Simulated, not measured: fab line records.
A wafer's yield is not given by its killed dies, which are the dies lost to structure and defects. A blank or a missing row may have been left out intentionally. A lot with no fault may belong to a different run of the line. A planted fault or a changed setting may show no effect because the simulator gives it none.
Which tool was responsible? -- flow n5Finfet -- 6 lots, 17 wafers sampled, at 2 steps of a route of 1938

WHAT THE GAUGES READ, wafer by wafer
N5_ZERO_LAYER_CD_MEAS_11: the cd target is 2000 nm.
lot,measured,on,cdNm (nm)
L525,day 1 18:38,cdSem-02,1997.9 2000.3 2000.7
L529,day 2 18:38,cdSem-02,1986.4 1985.9 1986.0
L533,day 3 18:41,cdSem-03,2000.3 1997.1
L536,day 4 12:46,cdSem-01,1998.7 1998.7 2002.6
L538,day 5 00:46,cdSem-01,1996.5 1999.1 1999.5
L545,day 6 18:46,cdSem-02,2002.0 2001.6 1998.2

EACH LOT AND THE TOOL THAT RAN IT (in order: tool; ch and the chambers of the sampled wafers; start)
lot,N5_ZERO_LAYER_PEB_09
L525,"lithoTrack-01 ch 0, day 1 18:31"
L529,"lithoTrack-01 ch 0, day 2 18:31"
L533,"lithoTrack-04 ch 0, day 3 18:34"
L536,"lithoTrack-05 ch 0, day 4 12:39"
L538,"lithoTrack-04 ch 0, day 5 00:39"
L545,"lithoTrack-05 ch 0, day 6 18:39"
- N5_ZERO_LAYER_PEB_09

THE ANSWER, worked out from the rows above alone
Rule: the lots themselves supply what counts as usual. The widest of any qualifying gaps counts: lots, ordered by their means at a reading, are off when they make up no more than a third of the lots, leave a main group of 4 or more, and stand apart from it by 3 or more times the standard deviation of that group's means. A main group is skipped when, at the precision printed for the reading in the tables above, its means are all equal. A lot without any number at a reading at which 4 lots or more have one is off too. Any other lot the step has rows for is counted as sound.
Off: L529, at N5_ZERO_LAYER_CD_MEAS_11 (cdNm). Main group: mean 1999.5 nm, sd 0.82.
A tool fits if, at a process step before that reading, it ran every lot that is off, and no sound lot after the first of them. The gauges at N5_ZERO_LAYER_CD_MEAS_11 are tried like those tools. One fits: N5_ZERO_LAYER_PEB_09 on lithoTrack-01. A fault onset in the window from L525 (day 1 18:31, its last sound lot) to L529 (day 2 18:31, its first lot off) fits.

WHAT THE SIMULATOR HAD INSERTED
Drift in process parameters on lithoTrack-01 at N5_ZERO_LAYER_PEB_09, starting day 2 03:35. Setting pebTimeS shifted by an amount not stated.
Struck lots among those shown: L529. Same finding as the rule above.
